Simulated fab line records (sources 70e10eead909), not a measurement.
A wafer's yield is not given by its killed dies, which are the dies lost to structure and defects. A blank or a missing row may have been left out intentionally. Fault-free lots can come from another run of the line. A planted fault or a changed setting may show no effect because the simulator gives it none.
Which tool was responsible? ; flow nand harc ; Sampling: 24 lots, 72 wafers, 6 of 1302 route steps

## WHAT THE GAUGES SHOWED, per wafer
NHARC_A_CONTACT_CD_MEAS_80.
lot;measured;on;cd nm (nm)
L076;day 22 11:43;cd sem-02;290.1 291.1 289.7
L074;day 22 12:37;cd sem-03;289.6 289.6 289.2
L075;day 22 21:11;cd sem-01;290.4 289.5 290.0
L077;day 23 02:25;cd sem-01;290.4 290.9 290.8
L078;day 23 11:04;cd sem-03;290.6 289.3 290.5
L079;day 24 04:37;cd sem-01;289.9 290.5 291.2
L080;day 24 10:22;cd sem-02;289.5 289.9 289.9
L081;day 25 10:46;cd sem-03;290.0 289.7 290.1
L082;day 25 23:40;cd sem-02;290.0 289.6 289.6
L083;day 26 01:29;cd sem-01;288.8 289.2 288.9
L084;day 26 18:23;cd sem-01;290.5 290.9 290.4
L086;day 26 18:57;cd sem-01;290.7 290.9 291.0
L087;day 27 01:58;cd sem-01;289.1 289.1 289.5
L085;day 27 03:16;cd sem-03;289.5 289.8 289.4
L088;day 28 00:05;cd sem-02;291.1 290.2 290.4
L089;day 28 05:21;cd sem-01;290.4 289.8 290.5
L090;day 28 09:58;cd sem-02;288.5 288.2 288.7
L091;day 29 10:15;cd sem-03;289.5 289.1 289.6
L092;day 29 14:50;cd sem-01;289.5 289.8 289.4
L093;day 29 21:35;cd sem-03;289.0 289.2 288.7
L094;day 30 06:21;cd sem-02;290.0 289.6 289.4
L096;day 30 18:43;cd sem-01;289.6 289.3 288.8
L095;day 30 21:57;cd sem-01;288.7 289.0 289.0
L097;day 31 12:01;cd sem-02;290.1 289.9 289.2

NHARC_A_M1_CD_MEAS_09 targets a cd of 120 nm.
lot;measured;on;cd nm (nm)
L076;day 23 05:17;cd sem-01;119.9 120.8 120.4
L074;day 23 06:37;cd sem-03;119.4 119.8 119.7
L075;day 23 19:21;cd sem-02;119.6 120.3 119.7
L077;day 23 20:44;cd sem-03;120.2 120.7 120.5
L078;day 24 05:22;cd sem-02;120.0 120.0 120.7
L079;day 25 05:31;cd sem-02;119.6 120.3 119.9
L080;day 25 11:15;cd sem-01;119.9 118.9 118.7
L081;day 26 05:27;cd sem-01;119.5 119.9 119.7
L082;day 26 18:24;cd sem-02;119.4 119.3 119.8
L083;day 26 22:56;cd sem-03;120.3 120.1 119.4
L084;day 27 16:39;cd sem-02;119.3 120.2 119.2
L086;day 27 15:30;cd sem-02;120.4 121.2 121.2
L087;day 27 19:55;cd sem-01;119.7 119.5 120.4
L085;day 27 21:24;cd sem-01;119.6 119.9 119.3
L088;day 28 18:51;cd sem-02;119.0 119.8 120.0
L089;day 28 23:21;cd sem-03;119.9 120.5 120.3
L090;day 29 08:04;cd sem-02;120.9 120.7 120.0
L091;day 30 05:19;cd sem-01;120.8 121.1 121.0
L092;day 30 09:51;cd sem-02;120.0 120.0 120.2
L093;day 30 17:05;cd sem-01;119.8 119.3 119.7
L094;day 31 00:56;cd sem-01;120.0 119.8 119.7
L096;day 31 13:31;cd sem-02;120.2 119.5 120.1
L095;day 31 15:50;cd sem-01;120.3 119.5 119.5
L097;day 32 10:53;cd sem-02;119.9 120.9 120.3

NHARC_A_M1_INSPECT_27.
lot;measured;on;raw defect count
L076;day 23 08:04;defect inspect-02;460 673 569
L074;day 23 09:23;defect inspect-01;371 399 459
L075;day 23 22:05;defect inspect-01;521 520 700
L077;day 23 23:55;defect inspect-02;627 486 771
L078;day 24 08:08;defect inspect-02;694 601 666
L079;day 25 08:17;defect inspect-01;669 908 599
L080;day 25 14:17;defect inspect-01;376 366 374
L081;day 26 08:14;defect inspect-02;825 632 1109
L082;day 26 21:12;defect inspect-02;436 504 416
L083;day 27 02:04;defect inspect-02;654 748 641
L084;day 27 19:25;defect inspect-02;492 528 543
L086;day 27 18:17;defect inspect-01;502 406 445
L087;day 27 22:40;defect inspect-02;468 749 595
L085;day 28 00:22;defect inspect-01;368 612 428
L088;day 28 21:37;defect inspect-02;461 512 674
L089;day 29 02:08;defect inspect-02;448 349 430
L090;day 29 10:49;defect inspect-01;377 434 447
L091;day 30 08:05;defect inspect-01;455 461 463
L092;day 30 12:39;defect inspect-02;454 579 445
L093;day 30 19:51;defect inspect-02;627 979 671
L094;day 31 03:40;defect inspect-01;388 553 409
L096;day 31 16:19;defect inspect-02;526 512 478
L095;day 31 18:37;defect inspect-01;346 475 449
L097;day 32 13:41;defect inspect-01;426 432 397

NHARC_HYBRID_BOND_OVL_MEAS_05.
lot;measured;on;overlay x nm (nm);overlay y nm (nm)
L076;day 23 21:56;overlay-01;-5 8 67;-11 29 17
L074;day 23 21:56;overlay-02;-51 34 42;-22 20 -43
L075;day 24 12:07;overlay-02;5 -10 -7;11 14 25
L077;day 24 12:07;overlay-01;49 64 12;80 1 51
L078;day 24 22:13;overlay-02;9 -10 34;5 12 -7
L079;day 26 00:23;overlay-01;74 -6 -1;-11 -13 55
L080;day 26 04:46;overlay-02;-38 -16 -70;4 -53 33
L081;day 26 23:50;overlay-01;14 11 -4;-48 8 -23
L082;day 27 11:20;overlay-02;28 16 -16;7 41 -7
L083;day 27 16:16;overlay-01;24 31 29;51 -20 20
L084;day 28 08:31;overlay-01;73 -2 -3;27 -3 2
L086;day 28 08:31;overlay-02;-57 -23 10;-32 -48 -26
L087;day 28 14:08;overlay-02;1 0 -10;35 30 -9
L085;day 28 14:08;overlay-01;-37 -20 6;3 -24 -82
L088;day 29 11:40;overlay-01;-16 34 46;22 -2 10
L089;day 29 20:22;overlay-02;-3 -12 -7;-33 14 -31
L090;day 30 01:26;overlay-01;-47 -52 68;22 -2 -4
L091;day 31 01:38;overlay-01;-88 0 -55;-9 49 -43
L092;day 31 01:38;overlay-02;0 3 22;43 10 -5
L093;day 31 09:54;overlay-02;-9 24 26;26 -32 -22
L094;day 31 21:29;overlay-01;31 26 18;-27 80 19
L096;day 32 11:34;overlay-02;8 -74 29;-44 29 36
L095;day 32 11:35;overlay-02;7 12 -8;-23 -6 -21
L097;day 33 03:48;overlay-02;-18 1 14;57 18 -30

## WHICH TOOL RAN EACH LOT (tool, then ch and the chambers of the sampled wafers, then the start)
lot;NHARC_A_BONDPAD_CMP_29;NHARC_A_BONDPAD_PRE_CLEAN_26
L076;cmp-03 ch 0,1,2, day 23 09:11;pvd sputter-02, day 23 21:56 or earlier
L074;cmp-01 ch 1,2, day 23 10:31;pvd sputter-03, day 23 21:56 or earlier
L075;cmp-03 ch 2,3, day 23 23:12;pvd sputter-03, day 24 12:07 or earlier
L077;cmp-04 ch 1,2,3, day 24 01:01;pvd sputter-01, day 24 12:07 or earlier
L078;cmp-04 ch 0,1,3, day 24 09:16;pvd sputter-02, day 24 22:13 or earlier
L079;cmp-01 ch 0,1,3, day 25 09:24;pvd sputter-03, day 26 00:23 or earlier
L080;cmp-03 ch 0,1,3, day 25 15:26;pvd sputter-03, day 26 04:46 or earlier
L081;cmp-03 ch 0,1,3, day 26 09:26;pvd sputter-02, day 26 23:50 or earlier
L082;cmp-01 ch 0,1,3, day 26 22:20;pvd sputter-03, day 27 11:20 or earlier
L083;cmp-04 ch 1,2,3, day 27 03:10;pvd sputter-02, day 27 16:16 or earlier
L084;cmp-03 ch 0,2,3, day 27 20:34;pvd sputter-01, day 28 08:31 or earlier
L086;cmp-03 ch 0,3, day 27 19:23;pvd sputter-01, day 28 08:31 or earlier
L087;cmp-04 ch 2,3, day 27 23:52;pvd sputter-01, day 28 14:08 or earlier
L085;cmp-03 ch 2,3, day 28 01:28;pvd sputter-02, day 28 14:08 or earlier
L088;cmp-03 ch 0,1,3, day 28 22:44;pvd sputter-03, day 29 11:40 or earlier
L089;cmp-03 ch 1,2,3, day 29 03:26;pvd sputter-01, day 29 20:22 or earlier
L090;cmp-01 ch 1,2,3, day 29 12:23;pvd sputter-03, day 30 01:26 or earlier
L091;cmp-01 ch 1,2,3, day 30 09:15;pvd sputter-01, day 31 01:38 or earlier
L092;cmp-01 ch 0,1, day 30 13:46;pvd sputter-02, day 31 01:38 or earlier
L093;cmp-01 ch 0,1, day 30 20:57;pvd sputter-01, day 31 09:54 or earlier
L094;cmp-04 ch 1,2, day 31 04:47;pvd sputter-03, day 31 21:29 or earlier
L096;cmp-03 ch 0,2,3, day 31 17:31;pvd sputter-03, day 32 11:34 or earlier
L095;cmp-03 ch 0,3, day 31 19:45;pvd sputter-01, day 32 11:35 or earlier
L097;cmp-04 ch 0,1, day 32 14:47;pvd sputter-02, day 33 03:48 or earlier
- NHARC_A_BONDPAD_CMP_29: polishes SiCN, target thk 200 nm.
- NHARC_A_BONDPAD_PRE_CLEAN_26: time 30 s.

## AS READ BY THE TOOLS THEMSELVES (means over the sampled wafers that have a number; for cases with no such wafer, the mark the record gives instead)
NHARC_A_BONDPAD_CMP_29.
lot;tool;motor current A (A)
L076;cmp-03;12.6
L074;cmp-01;12.0
L075;cmp-03;11.0
L077;cmp-04;13.6
L078;cmp-04;12.0
L079;cmp-01;11.1
L080;cmp-03;11.8
L081;cmp-03;11.9
L082;cmp-01;11.2
L083;cmp-04;13.7
L084;cmp-03;12.2
L086;cmp-03;11.5
L087;cmp-04;14.3
L085;cmp-03;10.7
L088;cmp-03;11.7
L089;cmp-03;11.2
L090;cmp-01;11.8
L091;cmp-01;11.7
L092;cmp-01;11.0
L093;cmp-01;10.8
L094;cmp-04;13.3
L096;cmp-03;11.6
L095;cmp-03;11.7
L097;cmp-04;12.2

NHARC_A_BONDPAD_PRE_CLEAN_26.
lot;tool;heater power w (W)
L076;pvd sputter-02;449
L074;pvd sputter-03;381
L075;pvd sputter-03;377
L077;pvd sputter-01;418
L078;pvd sputter-02;453
L079;pvd sputter-03;409
L080;pvd sputter-03;417
L081;pvd sputter-02;428
L082;pvd sputter-03;410
L083;pvd sputter-02;450
L084;pvd sputter-01;392
L086;pvd sputter-01;396
L087;pvd sputter-01;401
L085;pvd sputter-02;433
L088;pvd sputter-03;409
L089;pvd sputter-01;396
L090;pvd sputter-03;382
L091;pvd sputter-01;382
L092;pvd sputter-02;461
L093;pvd sputter-01;404
L094;pvd sputter-03;412
L096;pvd sputter-03;425
L095;pvd sputter-01;398
L097;pvd sputter-02;464

## THE ANSWER, worked out from the rows above alone
Rule: the usual values come from the lots themselves. Put in order of their means at a reading, lots are off if they are a third of the lots or fewer, leave a main group of 4 or more, and stand apart from it by a gap of 3 or more times the standard deviation of the main group's means; of several such gaps the widest counts. Not used: any main group whose means are identical at the precision the tables above print for the reading. A lot without any number at a reading at which 4 lots or more have one is off too. Any other lot the step has rows for is counted as sound. First the gauges in route order, then the tools' own readings, where a lot's mean is used as printed above. At the first step where some lot is off, the reading lying furthest off is the one used; lots without a number count as furthest.
Nothing can be told from this: no lot is off at any reading shown.

## WHAT THE SIMULATOR PUT IN
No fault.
